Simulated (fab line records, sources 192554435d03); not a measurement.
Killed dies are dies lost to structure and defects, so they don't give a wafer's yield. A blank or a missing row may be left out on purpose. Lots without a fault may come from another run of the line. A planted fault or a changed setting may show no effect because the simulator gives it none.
fab line records | flow n5_finfet
record lots=10 wafers=28 last_day=18
route steps=1938 shown BEOL_M11@1569 BEOL_M12@1602 PASSIVATION@1936
lots that met no fault: from a run of the same line without faults
start_h: hours from the record's first day to the start of the lot's first wafer shown | wait_h: hours since the lot's step before | " the same as in the row above | L1.1+2: a row that stands for several wafers | - no value, or no start given | * or withheld: withheld | < > ~ a bound
route shown NAME@n: a module of which the file shows steps, and the number in the route of the first | usual: mean/standard deviation of fault-free wafers | same: alike in all rows | chamber/n: place in a boat | sites: the reading at each site | _std_site: their standard deviation | _edge_site: outer sites' mean less inner sites' | radius_mm: how far each site lies from the wafer's centre | mask NAME#n: copy n | behind: the tool/chamber that last shaped the wafer | hold: why the lot was held/for how many hours/how that ended | device: the transistor (n, p or np) that didn't switch | end of line: the same wafers' tests at the end of the route | a step without rows: its recipe alone | killed: dies lost to structure and defects at the first sort, not the wafer's yield | map: a wafer's dies, x killed, . not, _ none there
set.NAME: the setting as run; set.NAME@STEP: as run at that earlier step | model.NAME: the simulator's own value behind a step, which no gauge read
steps of the route over a sample of lots; a table a step, a row a wafer
services: from which hour (start_h, from the record's first day; less than 0 if before it) a tool's chamber was out of use, for how many hours, and why
## steps
# step N5_BEOL_M11_OVL_MEAS_29
# recipe points_per_wafer=44
# usual V10_OVL=0.3/0.62
# columns lot.wafer tool chamber start_h wait_h V10_OVL[nm]
L320.3 overlay-01 0 243.70 0.0 1.6
L320.4 " 0 " " 1.0
L320.6 " 0 " " 0.8
L323.2 overlay-02 0 247.90 0.0 -0.3
L323.4 " 0 " " 0.0
L323.5 " 0 " " -0.3
L324.3 overlay-02 0 254.07 0.0 0.9
L324.4 " 0 " " 0.1
L324.6 " 0 " " 1.7
L326.1 overlay-02 0 261.30 0.0 0.4
L326.2 " 0 " " 0.6
L326.5 " 0 " " 0.9
L327.1 overlay-01 0 270.11 0.0 0.8
L327.4 " 0 " " 0.0
L327.5 " 0 " " 0.6
L330.2 overlay-02 0 287.68 0.0 0.7
L330.4 " 0 " " 0.7
L330.6 " 0 " " 0.2
L338.1 overlay-02 0 351.75 0.0 -0.3
L338.2 " 0 " " 0.8
L338.3 " 0 " " 0.6
L339.5 overlay-02 0 351.92 0.0 0.5
L339.6 " 0 " " -0.6
L340.2 overlay-01 0 354.46 0.0 -0.6
L340.5 " 0 " " 0.3
L342.4 overlay-02 0 378.83 0.0 1.3
L342.5 " 0 " " 0.8
L342.6 " 0 " " -0.1
# step N5_BEOL_M11_ETCH_66
# recipe chemistry=N2/H2 target=SOC target_depth_a=1200 overetch_a=240 mask_material=SiARC temp_c=40 time_s=180 ion_energy_ev=200 pressure_mtorr=30 source_w=840 bias_w=150 n2_flow_sccm=200 h2_flow_sccm=200
# usual drypump_motor_current_A=5.6/0.35 oes_product_au=0.64/0.058 rf_vpp_V=524.6/2.8 showerhead_plenum_p_Torr=2.57/0.093 throttle_valve_pct=17.7/0.31
# columns lot.wafer tool chamber start_h wait_h drypump_motor_current_A oes_product_au rf_hours_counter_h rf_vpp_V showerhead_plenum_p_Torr throttle_valve_pct
L320.3 rie_diel-06 1 243.84 0.0 5.9 0.68 58 525.5 2.57 17.3
L320.4 " 2 " " 5.2 0.56 229 522.9 2.52 18.2
L320.6 " 3 " " 5.3 0.66 - 528.2 2.66 17.8
L323.2 rie_diel-06 0 248.04 0.0 5.8 0.70 58 521.3 2.46 17.7
L323.4 " 2 " " 5.2 0.57 230 522.9 2.51 18.2
L323.5 " 1 " " 5.9 0.68 - 526.2 2.57 17.3
L324.3 rie_diel-03 2 254.21 0.0 5.3 0.60 185 520.6 2.44 17.5
L324.4 " 3 " " 5.9 0.77 2 526.6 2.63 18.2
L324.6 " 3 " " 5.9 0.78 - 526.5 2.63 18.2
L326.1 rie_diel-03 0 261.44 0.0 5.3 0.65 85 527.8 2.69 17.5
L326.2 " 2 " " 5.2 0.60 188 519.7 2.44 17.5
L326.5 " 2 " " 5.3 0.59 - 520.0 2.44 17.5
L327.1 rie_diel-03 2 270.25 0.0 5.2 0.59 190 520.4 2.44 17.5
L327.4 " 1 " " 6.0 0.63 109 526.1 2.67 17.4
L327.5 " 0 " " 5.2 0.65 - 529.2 2.69 17.5
L330.2 rie_diel-06 1 288.54 0.0 5.9 0.67 72 525.6 2.56 17.3
L330.4 " 0 " " 5.8 0.68 71 521.8 2.46 17.7
L330.6 " 1 " " 5.9 0.66 - 524.4 2.56 17.3
L338.1 rie_diel-03 1 351.89 0.0 6.0 0.62 134 527.8 2.66 17.4
L338.2 " 0 " " 5.2 0.63 112 527.1 2.68 17.6
L338.3 " 3 " " 5.9 0.72 31 524.7 2.62 18.2
L339.5 rie_diel-03 0 352.41 0.1 5.3 0.63 - 528.0 2.68 17.6
L339.6 " 3 " " 5.9 0.72 - 524.9 2.62 18.2
L340.2 rie_diel-01 3 354.75 0.0 6.2 0.66 99 522.2 2.46 17.6
L340.5 " 0 " " 5.2 0.55 - 525.7 2.62 18.1
L342.4 rie_diel-06 2 378.98 0.0 5.2 0.73 17 523.0 2.50 17.8
L342.5 " 1 " " 5.9 0.64 - 524.8 2.55 17.3
L342.6 " 2 " " 5.2 0.73 - 521.6 2.50 17.8
# step N5_BEOL_M11_PRE_CLEAN_45
# recipe gas=H2/He time_s=30 temp_c=250
# usual heater_power_w=345/58
# columns lot.wafer tool chamber start_h wait_h heater_power_w
L320.3 pvd_sputter-03 - 245.43 0.0 306
L320.4 " - " " 332
L320.6 " - " " 280
L323.2 pvd_sputter-01 - 249.02 0.0 335
L323.4 " - " " 294
L323.5 " - " " 336
L324.3 pvd_sputter-02 - 255.74 0.0 422
L324.4 " - " " 399
L324.6 " - " " 399
L326.1 pvd_sputter-03 - 262.47 0.0 276
L326.2 " - " " 331
L326.5 " - " " 336
L327.1 pvd_sputter-01 - 271.33 0.0 328
L327.4 " - " " 295
L327.5 " - " " 287
L330.2 pvd_sputter-03 - 289.77 0.0 486
L330.4 " - " " 315
L330.6 " - " " 467
L338.1 pvd_sputter-02 - 353.18 0.0 373
L338.2 " - " " 411
L338.3 " - " " 273
L339.5 pvd_sputter-02 - 354.44 0.0 413
L339.6 " - " " 369
L340.2 pvd_sputter-02 - 357.96 0.0 399
L340.5 " - " " 419
L342.4 pvd_sputter-03 - 380.10 0.0 306
L342.5 " - " " 333
L342.6 " - " " 468
# step N5_BEOL_M12_ILD_DEP_00
# recipe material=SiOC target_thk_a=6589.2 temp_c=350 precursor=DEMS/O2 pressure_torr=5 rf_w=500 time_s=130.7
# usual heater_power_outer_w=243/37 heater_power_w=459/68 run_length_s=175.6/0.51 showerhead_plenum_p_Torr=5.700/0.017 throttle_valve_pct=11.9/0.54
# columns lot.wafer tool chamber start_h wait_h heater_power_outer_w heater_power_w run_length_s showerhead_plenum_p_Torr throttle_valve_pct
L320.3 pecvd-03 1 247.48 0.0 209 364 176.6 5.676 12.6
L320.4 " 1 " " 225 398 176.0 5.671 12.6
L320.6 " 2 " " 218 406 175.1 5.692 11.2
L323.2 pecvd-02 0 252.66 0.0 268 518 175.9 5.699 12.7
L323.4 " 1 " " 262 460 175.7 5.705 11.6
L323.5 " 0 " " 270 538 175.6 5.701 12.7
L324.3 pecvd-02 1 257.50 0.0 231 393 175.7 5.712 11.9
L324.4 " 2 " " 326 616 175.6 5.693 11.9
L324.6 " 1 " " 255 422 175.4 5.691 11.7
L326.1 pecvd-04 1 264.88 0.0 245 441 174.5 5.743 11.9
L326.2 " 0 " " 243 447 176.0 5.688 11.9
L326.5 " 0 " " 255 486 176.7 5.673 11.7
L327.1 pecvd-04 0 273.69 0.0 241 458 176.4 5.689 11.9
L327.4 " 1 " " 251 455 174.3 5.744 12.0
L327.5 " 0 " " 259 477 176.0 5.701 11.8
L330.2 pecvd-04 0 291.89 0.0 254 475 175.9 5.688 12.0
L330.4 " 2 " " 224 423 175.6 5.708 10.9
L330.6 " 1 " " 256 467 174.8 5.729 12.1
L338.1 pecvd-02 2 355.44 0.0 262 530 176.4 5.689 11.7
L338.2 " 1 " " 263 435 147.9 5.720 11.8
L338.3 " 0 " " 224 483 175.1 5.705 12.6
L339.5 pecvd-02 2 356.32 0.1 325 618 148.0 5.696 11.7
L339.6 " 0 " " 285 537 175.2 5.696 12.9
L340.2 pecvd-02 2 359.57 0.0 255 517 148.1 5.695 11.5
L340.5 " 0 " " 285 562 148.1 5.720 12.9
L342.4 pecvd-03 1 381.84 0.1 225 393 176.6 5.687 12.4
L342.5 " 0 " " 233 466 176.1 5.713 11.9
L342.6 " 2 " " 165 340 175.7 5.701 11.6
# step N5_BEOL_M12_THK_MEAS_01
# recipe reads=SiOC_of_BEOL_M12_ILD_DEP_00
# usual M12_ILD_THK=660/9
# columns lot.wafer tool chamber start_h wait_h M12_ILD_THK[nm]
L320.3 film_metro-02 - 247.62 0.1 653
L320.4 " - " " 670
L320.6 " - " " 666
L323.2 film_metro-02 - 252.79 0.1 661
L323.4 " - " " 673
L323.5 " - " " 678
L324.3 film_metro-02 - 257.63 0.1 657
L324.4 " - " " 668
L324.6 " - " " 661
L326.1 film_metro-02 - 265.01 0.1 645
L326.2 " - " " 651
L326.5 " - " " 663
L327.1 film_metro-01 - 273.82 0.1 651
L327.4 " - " " 652
L327.5 " - " " 661
L330.2 film_metro-01 - 292.02 0.1 642
L330.4 " - " " 658
L330.6 " - " " 641
L338.1 film_metro-01 - 355.57 0.1 658
L338.2 " - " " 519
L338.3 " - " " 665
L339.5 film_metro-01 - 356.40 0.0 522
L339.6 " - " " 663
L340.2 film_metro-01 - 359.70 0.1 520
L340.5 " - " " 533
L342.4 film_metro-02 - 381.93 0.0 662
L342.5 " - " " 660
L342.6 " - " " 665
# step N5_BEOL_M12_STRIP_63
# recipe chemistry=N2/H2 power_w=1000 temp_c=250 h2_frac=0.65 overash_fraction=0.3 pressure_mtorr=1000 n2_flow_sccm=1750 h2_flow_sccm=3250
# usual drypump_motor_current_A=5.68/0.3 heater_power_w=356/28 oes_product_au=0.693/0.005 strip_time_to_endpoint_s=42.8/0.85
# columns lot.wafer tool chamber start_h wait_h drypump_motor_current_A heater_power_w oes_product_au rf_hours_counter_h strip_time_to_endpoint_s
L320.3 plasma_asher-01 0 248.68 - 5.90 363 0.688 - 43.2
L320.4 " 1 " " 5.25 384 0.688 - 41.8
L320.6 " 0 " " 5.91 364 0.692 - 42.7
L323.2 plasma_asher-01 0 253.47 - 5.91 358 0.690 122 43.1
L323.4 " 0 " " 5.91 363 0.689 - 41.9
L323.5 " 0 " " 5.90 360 0.691 - 41.5
L324.3 plasma_asher-02 0 258.33 - 5.84 322 0.694 - 43.2
L324.4 " 1 " " 5.93 312 0.689 - 41.7
L324.6 " 0 " " 5.76 319 0.700 - 42.6
L326.1 plasma_asher-02 0 265.68 - 5.77 327 0.696 75 43.7
L326.2 " 1 " " 5.91 316 0.695 75 43.3
L326.5 " 1 " " 5.90 316 0.689 - 42.3
L327.1 plasma_asher-02 1 274.65 - 5.92 310 0.688 77 43.8
L327.4 " 1 " " 5.92 320 0.691 - 44.5
L327.5 " 1 " " 5.89 311 0.693 - 43.2
L330.2 plasma_asher-01 1 292.82 - 5.24 387 0.687 129 44.6
L330.4 " 0 " " 5.91 364 0.695 - 43.8
L330.6 " 0 " " 5.91 366 0.689 - 44.5
L338.1 plasma_asher-01 0 356.38 - 5.92 361 0.684 144 42.7
L338.2 " 1 " " 5.24 377 0.698 144 53.7
L338.3 " 0 " " 5.91 367 0.699 - 42.4
L339.5 plasma_asher-02 1 357.12 - 5.94 314 0.702 - 54.4
L339.6 " 0 " " 5.78 324 0.684 - 42.7
L340.2 plasma_asher-02 0 360.50 - 5.82 324 0.702 93 54.4
L340.5 " 0 " " 5.85 323 0.705 - 53.4
L342.4 plasma_asher-01 0 382.88 - 5.92 374 0.698 - 42.1
L342.5 " 0 " " 5.91 364 0.706 - 43.3
L342.6 " 1 " " 5.28 386 0.695 - 42.5
# step N5_PASSIVATION_PROBE_49
# usual defect_limited_yield=91.7/1.5 killed_at_M0_to_M3=32/9.6 killed_at_M4_up=13/5.3 killed_at_contacts=12/6.8 killed_at_front_end=36/9.8 killed_at_other=4/3.1 killed_dies=98/17 killed_open=65/13 killed_short=32/8.5 sort_bin_5_function=4.9/0.93 sort_bin_6_memory=3.2/0.67 sort_bin_8_speed=0.00/0.02 sort_n_pass=1082/17
# same gross_dies=1180 killed_at_back_side=0 sort_bin_4_leakage[%]=0
# columns lot.wafer tool chamber start_h wait_h defect_limited_yield[%] killed_at_M0_to_M3 killed_at_M4_up killed_at_contacts killed_at_front_end killed_at_other killed_dies killed_open killed_short sort_bin_5_function[%] sort_bin_6_memory[%] sort_bin_8_speed[%] sort_n_pass
L327.1 prober-02 - 309.88 0.0 91.3 23 24 20 34 2 103 81 22 5.2 3.3 0 1077
L327.4 prober-02 - 310.03 0.2 90.3 28 23 30 32 2 115 76 36 5.5 4.0 0 1065
L327.5 prober-02 - 310.08 0.2 89.2 31 25 31 35 5 127 70 56 6.2 4.1 0 1053
L340.2 prober-01 - 398.46 0.1 93.0 20 20 14 25 4 83 56 27 3.6 3.2 0 1097
L340.5 prober-01 - 398.61 0.2 92.5 35 5 12 33 4 89 58 31 4.0 3.3 0 1091
# killed by level:class
L327.1 MOL_CONTACT_COAG:geometric_particle:open=16 STI_FIN_REVEAL:geometric_particle:open=12 BEOL_M4:geometric_particle:open=9 FIN_SAQP:geometric_particle:short=6 BEOL_M0_SAQP:geometric_particle:open=6 DUMMY_GATE:geometric_particle:open=5 BEOL_M0:geometric_particle:open=5 BEOL_M3:geometric_particle:open=5
L327.4 MOL_CONTACT_COAG:geometric_particle:open=25 BEOL_M4:geometric_particle:open=13 FIN_SAQP:geometric_particle:short=7 BEOL_M0_SAQP:geometric_particle:short=7 BEOL_M3:geometric_particle:open=6 STI_FIN_REVEAL:geometric_particle:open=5 MOL_CONTACT_COAG:geometric_particle:short=5 BEOL_M0_SAQP:geometric_particle:open=4
L327.5 MOL_CONTACT_COAG:geometric_particle:open=26 FIN_SAQP:geometric_particle:short=12 BEOL_M4:geometric_particle:short=10 BEOL_M0_SAQP:geometric_particle:short=10 BEOL_M4:geometric_particle:open=9 BEOL_M0_SAQP:geometric_particle:open=7 FIN_SAQP:geometric_particle:open=5 MOL_CONTACT_COAG:geometric_particle:short=5
L340.2 BEOL_M4:geometric_particle:open=12 MOL_CONTACT_COAG:geometric_particle:open=9 BEOL_M3:geometric_particle:open=6 MOL_CONTACT_COAG:geometric_particle:short=5 BEOL_M0_SAQP:geometric_particle:short=5 GATE_CUT:geometric_particle:short=4 BEOL_M4:geometric_particle:short=4 FIN_SAQP:geometric_particle:open=3
L340.5 BEOL_M3:geometric_particle:open=12 BEOL_M0_SAQP:geometric_particle:short=11 FIN_SAQP:geometric_particle:open=9 MOL_CONTACT_COAG:geometric_particle:open=7 BEOL_M0_SAQP:geometric_particle:open=7 STI_FIN_REVEAL:geometric_particle:open=5 MOL_CONTACT_COAG:geometric_particle:short=5 FIN_SAQP:geometric_particle:short=4
## services
# columns tool chamber start_h hours kind
rie_diel-03 3 231.56 - clean
rie_diel-03 3 231.56 - consumable_replace:focus_ring
rie_diel-03 3 231.56 15.0 scheduled_down
rie_diel-03 3 231.56 15.0 vent_cycle
rie_diel-06 3 248.87 4.0 repair
pecvd-03 0 271.09 16.5 scheduled_down
rie_diel-01 1 271.31 18.5 repair
plasma_asher-02 - 277.54 2.4 repair
rie_diel-01 2 282.41 8.8 repair
rie_diel-01 2 291.30 - clean
rie_diel-01 2 291.30 - consumable_replace:focus_ring
pecvd-02 0 294.23 2.1 scheduled_down
rie_diel-06 2 303.58 - clean
rie_diel-06 2 303.58 - consumable_replace:focus_ring
rie_diel-06 2 303.58 16.4 scheduled_down
rie_diel-06 2 303.58 16.4 vent_cycle
pecvd-04 - 314.96 6.0 pm
pecvd-02 - 318.61 0.8 repair
rie_diel-01 - 346.57 2.8 pm
rie_diel-06 - 363.32 2.8 pm
plasma_asher-02 - 364.51 28.0 repair
rie_diel-03 - 366.81 2.8 pm
pecvd-03 0 379.52 2.1 scheduled_down
pvd_sputter-01 - 379.91 1.3 repair
## key
first_sign step=N5_BEOL_M12_ILD_DEP_00 reading=run_length_s direction=down sigmas=54 usual=* struck=*
effect step=N5_BEOL_M12_THK_MEAS_01 reading=M12_ILD_THK direction=down sigmas=15 usual=660 struck=523
effect step=N5_BEOL_M12_STRIP_63 reading=strip_time_to_endpoint_s direction=up sigmas=13 usual=* struck=*
met_at N5_BEOL_M12_ILD_DEP_00
struck_lots L338,L339,L340
struck_wafers L338.2,L339.5,L340.2,L340.5
not_acting_at N5_BEOL_M11_OVL_MEAS_29,N5_BEOL_M11_ETCH_66,N5_BEOL_M11_PRE_CLEAN_45
onset_between 257.50 355.44
fault kind=process_parameter_drift tool=pecvd-02 chamber=- onset_h=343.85 steps=N5_BEOL_M12_ILD_DEP_00 channel=time_s offset=* shape=step end_h=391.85 scope=struck_wafers_only acts_in=* stated=*
